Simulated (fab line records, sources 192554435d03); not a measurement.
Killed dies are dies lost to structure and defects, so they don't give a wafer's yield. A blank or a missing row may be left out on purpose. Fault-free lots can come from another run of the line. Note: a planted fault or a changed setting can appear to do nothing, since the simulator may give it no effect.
Split-lot experiment / flow n5-finfet / 7 lots, 21 wafers read, on a route of 1938 steps

ABOUT THE SPLIT
At N5_FIN_SAQP_FIN_ETCH_36 (etches the open film in HBr/Cl2/O2, target depth 120 nm, time 50.4 s), the setting icp-w was moved away from the recipe's 800 W on 7 of the 21 wafers read, by -16.8% to +17.7%. All remaining wafers had this setting at the recipe value.

FROM THE SPLIT TO THE READING: what the file shows between them, 3 steps
- N5_FIN_SAQP_PRECLEAN_38: cleans in O3/DIW, time 45 s
- N5_FIN_SAQP_PRECLEAN_45: cleans in dHF, time 10 s
- N5_FIN_SAQP_SRD_39: time 30 s

THE READING
trench-depth-nm, in nm, at N5_FIN_SAQP_OCD_MEAS_76. Fault-free wafers of this fab line usually give 119.3 nm, standard deviation 1.1 nm.

wafer=L076.1; tool, chamber at the split=rie-si-01, 2; icp-w as run, W=800; against the recipe=recipe; trench-depth-nm, nm=119.1; against lot-mates on the recipe=-
wafer=L076.3; tool, chamber at the split=rie-si-01, 3; icp-w as run, W=800; against the recipe=recipe; trench-depth-nm, nm=120.7; against lot-mates on the recipe=-
wafer=L076.5; tool, chamber at the split=rie-si-01, 0; icp-w as run, W=800; against the recipe=recipe; trench-depth-nm, nm=121.8; against lot-mates on the recipe=-
wafer=L085.3; tool, chamber at the split=rie-si-06, 3; icp-w as run, W=800; against the recipe=recipe; trench-depth-nm, nm=118.5; against lot-mates on the recipe=-
wafer=L085.4; tool, chamber at the split=rie-si-06, 2; icp-w as run, W=800; against the recipe=recipe; trench-depth-nm, nm=117.9; against lot-mates on the recipe=-
wafer=L085.6; tool, chamber at the split=rie-si-06, 1; icp-w as run, W=800; against the recipe=recipe; trench-depth-nm, nm=120.5; against lot-mates on the recipe=-
wafer=L086.1; tool, chamber at the split=rie-si-06, 0; icp-w as run, W=665.9; against the recipe=-16.8%; trench-depth-nm, nm=107.7; against lot-mates on the recipe=-11.2
wafer=L086.2; tool, chamber at the split=rie-si-06, 1; icp-w as run, W=800; against the recipe=recipe; trench-depth-nm, nm=118.9; against lot-mates on the recipe=-
wafer=L086.3; tool, chamber at the split=rie-si-06, 2; icp-w as run, W=800; against the recipe=recipe; trench-depth-nm, nm=119.0; against lot-mates on the recipe=-
wafer=L090.3; tool, chamber at the split=rie-si-06, 3; icp-w as run, W=719.6; against the recipe=-10.0%; trench-depth-nm, nm=112.2; against lot-mates on the recipe=-8.2
wafer=L090.4; tool, chamber at the split=rie-si-06, 1; icp-w as run, W=800; against the recipe=recipe; trench-depth-nm, nm=120.4; against lot-mates on the recipe=-
wafer=L090.5; tool, chamber at the split=rie-si-06, 1; icp-w as run, W=719.6; against the recipe=-10.0%; trench-depth-nm, nm=115.4; against lot-mates on the recipe=-5.0
wafer=L092.2; tool, chamber at the split=rie-si-01, 2; icp-w as run, W=901.3; against the recipe=+12.7%; trench-depth-nm, nm=124.6; against lot-mates on the recipe=+3.2
wafer=L092.3; tool, chamber at the split=rie-si-01, 3; icp-w as run, W=800; against the recipe=recipe; trench-depth-nm, nm=121.4; against lot-mates on the recipe=-
wafer=L092.6; tool, chamber at the split=rie-si-01, 1; icp-w as run, W=901.3; against the recipe=+12.7%; trench-depth-nm, nm=126.4; against lot-mates on the recipe=+5.0
wafer=L095.4; tool, chamber at the split=rie-si-06, 3; icp-w as run, W=800; against the recipe=recipe; trench-depth-nm, nm=118.0; against lot-mates on the recipe=-
wafer=L095.5; tool, chamber at the split=rie-si-06, 0; icp-w as run, W=800; against the recipe=recipe; trench-depth-nm, nm=119.0; against lot-mates on the recipe=-
wafer=L095.6; tool, chamber at the split=rie-si-06, 3; icp-w as run, W=800; against the recipe=recipe; trench-depth-nm, nm=118.2; against lot-mates on the recipe=-
wafer=L097.1; tool, chamber at the split=rie-si-03, 1; icp-w as run, W=941.6; against the recipe=+17.7%; trench-depth-nm, nm=128.8; against lot-mates on the recipe=+10.2
wafer=L097.4; tool, chamber at the split=rie-si-03, 2; icp-w as run, W=941.6; against the recipe=+17.7%; trench-depth-nm, nm=128.9; against lot-mates on the recipe=+10.3
wafer=L097.5; tool, chamber at the split=rie-si-03, 1; icp-w as run, W=800; against the recipe=recipe; trench-depth-nm, nm=118.6; against lot-mates on the recipe=-

FIT RESULTS
A straight line over all 21 wafers: trench-depth-nm changes by +0.562 nm for each +1% of icp-w; r = +0.96; the points scatter about the line by 1.4 nm.
The same after taking each lot's own level away (the mean of its wafers on the recipe; 21 wafers): +0.558 nm for each +1%; r = +0.96; scatter 1.3 nm.
On that fit, the largest move of icp-w shifts the reading by 9.9 nm.
From 118.40 to 121.40 nm: that is the span of the lots' own levels, equal to 2.7 times the standard deviation above.
Consequently the slope shifts little with the lot-to-lot level, the two slopes agreeing.
Check: with one of the wafers moved furthest among these (+17.7%) left out of the fit, the line predicts +9.2 nm for it against its lot-mates. Against them it came out at +10.2 nm.

THE OTHER SPLITS THESE WAFERS WENT THROUGH
These wafers also went through other splits before the reading. Each is held against what the fit with the lots' levels taken away leaves over:
other split on the same wafers=N5_ZERO_LAYER_DEVELOP_10 develop-time-s; wafers away from the commonest value=6; r with trench-depth-nm (lot level and that fit taken away)=+0.42
other split on the same wafers=N5_PMOS_HMC_CHANNEL_EPI_HM_DEP_34 time-s; wafers away from the commonest value=7; r with trench-depth-nm (lot level and that fit taken away)=+0.18
other split on the same wafers=N5_PMOS_HMC_CHANNEL_EPI_PEB_07 peb-temp-c; wafers away from the commonest value=5; r with trench-depth-nm (lot level and that fit taken away)=-0.40

THE WHOLE CHAIN: every reading that the file lists as answering this split, in the file's order
step=N5_FIN_SAQP_FIN_ETCH_36; what it does=etches the open film in HBr/Cl2/O2, target depth 120 nm, time 50.4 s; reading=etch.depth-nm (the simulator's own value, which no gauge read); change (the file's fit)=+0.574 nm for each +1% of the setting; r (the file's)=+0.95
step=N5_FIN_SAQP_FIN_ETCH_36; what it does=etches the open film in HBr/Cl2/O2, target depth 120 nm, time 50.4 s; reading=FIN_SAQP.feature-depth-nm (the simulator's own value, which no gauge read); change (the file's fit)=+0.574 nm for each +1% of the setting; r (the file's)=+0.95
step=N5_FIN_SAQP_OCD_MEAS_76; what it does=; reading=trench-depth-nm; change (the file's fit)=+0.57 nm for each +1% of the setting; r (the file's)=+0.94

THE FILE'S OWN FIT
trench-depth-nm changes by +0.57 nm for each +1% of icp-w, r = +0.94.
